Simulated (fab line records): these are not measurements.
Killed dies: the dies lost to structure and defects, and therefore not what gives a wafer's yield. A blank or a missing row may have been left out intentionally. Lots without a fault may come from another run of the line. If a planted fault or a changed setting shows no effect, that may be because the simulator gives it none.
Chamber matching / flow n5_finfet / N5_FIN_SAQP_PECVD_48 on pecvd-02: 3 sister chambers
The step deposits SiNx from SiH4/NH3/N2, target thk 25 nm, time 22.1 s. 6 wafers are shown with their chamber, then 9 later ones without.

== WAFERS PAIRED WITH THEIR CHAMBERS ==
wafer=L087.5; chamber=0; throttle_valve_pct (%)=38.8; showerhead_plenum_p_Torr (Torr)=5.10
wafer=L088.1; chamber=1; throttle_valve_pct (%)=41.7; showerhead_plenum_p_Torr (Torr)=5.15
wafer=L088.5; chamber=2; throttle_valve_pct (%)=36.6; showerhead_plenum_p_Torr (Torr)=5.07
wafer=L089.1; chamber=0; throttle_valve_pct (%)=38.9; showerhead_plenum_p_Torr (Torr)=5.10
wafer=L089.5; chamber=2; throttle_valve_pct (%)=36.6; showerhead_plenum_p_Torr (Torr)=5.09
wafer=L089.6; chamber=1; throttle_valve_pct (%)=41.5; showerhead_plenum_p_Torr (Torr)=5.14

== WAFERS WITH NO CHAMBER GIVEN ==
wafer=L090.2; throttle_valve_pct (%)=41.6; showerhead_plenum_p_Torr (Torr)=5.13
wafer=L090.5; throttle_valve_pct (%)=38.9; showerhead_plenum_p_Torr (Torr)=5.10
wafer=L090.6; throttle_valve_pct (%)=41.8; showerhead_plenum_p_Torr (Torr)=5.14
wafer=L094.1; throttle_valve_pct (%)=39.3; showerhead_plenum_p_Torr (Torr)=5.09
wafer=L094.2; throttle_valve_pct (%)=36.9; showerhead_plenum_p_Torr (Torr)=5.08
wafer=L094.3; throttle_valve_pct (%)=41.5; showerhead_plenum_p_Torr (Torr)=5.13
wafer=L095.2; throttle_valve_pct (%)=39.0; showerhead_plenum_p_Torr (Torr)=5.09
wafer=L095.3; throttle_valve_pct (%)=41.6; showerhead_plenum_p_Torr (Torr)=5.14
wafer=L095.5; throttle_valve_pct (%)=39.0; showerhead_plenum_p_Torr (Torr)=5.08

== WHICH CHAMBER EACH WENT THROUGH ==
wafer=L090.2; from the rows above=1; in truth=1
wafer=L090.5; from the rows above=0; in truth=0
wafer=L090.6; from the rows above=1; in truth=1
wafer=L094.1; from the rows above=0; in truth=0
wafer=L094.2; from the rows above=2; in truth=2
wafer=L094.3; from the rows above=1; in truth=1
wafer=L095.2; from the rows above=0; in truth=0
wafer=L095.3; from the rows above=1; in truth=1
wafer=L095.5; from the rows above=0; in truth=0
Placed correctly: 9 of 9. Number that these rows cannot place: 0. Placed wrongly: 0.
How it was worked out, from the rows above alone: a wafer's distance from a chamber is the root of the sum, over the readings, of the square of ((its reading less the chamber's mean) divided by the reading's scatter). The wafer belongs to the nearest chamber; if the next one is less than 2 further off, it can't be placed. The mean given for a chamber averages the wafers shown for that chamber. The scatter is the square root of a quotient: the sum, over the shown wafers, of each reading's squared deviation from its chamber's mean, divided by wafers minus chambers.
